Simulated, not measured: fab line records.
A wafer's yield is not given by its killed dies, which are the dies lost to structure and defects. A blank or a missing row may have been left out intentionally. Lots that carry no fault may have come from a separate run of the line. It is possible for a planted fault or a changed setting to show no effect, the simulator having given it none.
Chamber matching    flow nand_harc    NHARC_THIN_TSV_DESCUM_35 on rie_diel-02 has 4 sister chambers
The step chemistry O2, time 3 s. 4 wafers are shown with their chamber, then 8 later ones without.

## EACH WAFER AND ITS CHAMBER
wafer   chamber  drypump_motor_current_A (A)
L590.1  1        6.1
L605.2  2        5.4
L605.4  0        5.5
L610.2  3        5.9

## WAFERS WITH NO CHAMBER GIVEN
wafer   drypump_motor_current_A (A)
L610.3  5.4
L610.4  6.1
L607.1  5.9
L607.3  5.4
L607.4  5.6
L608.1  5.4
L608.3  5.6
L608.5  6.1

## EACH ONE'S CHAMBER
wafer   from the rows above  in truth
L610.3  2                    2
L610.4  1                    1
L607.1  3                    3
L607.3  2                    2
L607.4  0                    0
L608.1  2                    2
L608.3  0                    0
L608.5  1                    1
Correctly placed: 8 of 8. From these rows, 0 cannot be placed. Number placed wrongly: 0.
How it was worked out, from the rows above alone: a wafer's distance from a chamber is the root of the sum, over the readings, of the square of ((its reading less the chamber's mean) divided by the reading's scatter). If the next closest chamber is less than 2 further off than the closest, the wafer can't be placed; otherwise it belongs to the closest. For every chamber, the mean is computed from those of its wafers that are shown. The scatter: root of mean squared gap, hidden wafer to nearest shown wafer, with one shown wafer a chamber.
